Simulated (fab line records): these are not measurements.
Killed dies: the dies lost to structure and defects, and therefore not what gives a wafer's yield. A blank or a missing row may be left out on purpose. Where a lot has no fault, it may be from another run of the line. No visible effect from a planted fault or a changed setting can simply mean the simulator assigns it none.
8D (eight disciplines) problem report, filled in by code | flow n5-finfet | the parts of the form that need people (team, actions taken, sign-off) are left out

## 1. THE ISSUE
run-length-s at N5_PASSIVATION_PECVD_53 reads a mean of 161.7 s on 4 wafers of 3 lots; wafers without a fault read 197.1 s with a standard deviation of 0.57. Measured from the usual mean, that is -62 standard deviations.
The step: deposits SiO2 from TEOS/O2, target thk 800 nm, time 169.4 s.
First seen on wafer L140.1, day 15 20:34, on pecvd-02. At this step, 31 wafers from 11 lots have a number in the record. By rule, "out" or "out of limits" means more than 4 standard deviations away from the usual mean. Any other wafer with a number is counted as sound.

## 2. WHAT IT IS, WHAT IT ISN'T
question                    | is                             | is not
which readings at this step | run-length-s                   | -
which lots                  | L138, L140, L141               | L127, L129, L130, L131, L133, L147, L148, L149
which wafers of those lots  | L138.1, L140.1, L140.6, L141.6 | L138.5, L140.5, L141.5
read on which tools         | pecvd-02                       | pecvd-04
when                        | from day 15 20:34              | up to then (16 sound wafers); but 11 sound wafers of L138, L141, L147, L148, L149 came after

## 3. SUSPECTS, AND WHAT RULES EACH OUT
Counting: any tool at a process step up to the reading remains a suspect provided it ran every lot that is out. Sound lots after the first of them don't rule it out here, since some wafers of a struck lot are sound.
- pecvd-02 at N5_PASSIVATION_PECVD_53 (deposits SiO2 from TEOS/O2, target thk 800 nm, time 169.4 s): kept. It processed each lot that is out (first: L140, day 15 20:34); up to then, its last sound lot is L130 (day 14 07:50). Its own run-length-s readings are out on those wafers.
The count leaves pecvd-02 at N5_PASSIVATION_PECVD_53.

## 4. THE CAUSE (what the simulator had put in)
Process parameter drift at N5_PASSIVATION_PECVD_53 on pecvd-02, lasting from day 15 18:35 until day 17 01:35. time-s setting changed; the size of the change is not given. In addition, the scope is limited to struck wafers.
After counting, this tool was the only one left.

## 5. THE EFFECT CHAIN, in route order
One row per reading whose mean, taken over the struck wafers that have a number, lies over 3 standard deviations from the usual. Only readings for which the record gives a usual standard deviation are gone through. hours: the time from each lot's start at the first step in this table that gives one to its start at this step, as a median over the lots. sigmas: the change in usual standard deviations.
hours | step                    | reading      | usual   | on struck wafers | change | sigmas
0     | N5_PASSIVATION_PECVD_53 | run-length-s | 197.1 s | 161.7            | -35.4  | -62
Here are the process steps it includes:
- N5_PASSIVATION_PECVD_53: deposits SiO2 from TEOS/O2, target thk 800 nm, time 169.4 s.

## 6. HOW IT WOULD HAVE BEEN CAUGHT EARLIER
First out-of-limits reading in this record: day 15 20:34, which is 2 hours after fault onset at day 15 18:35.
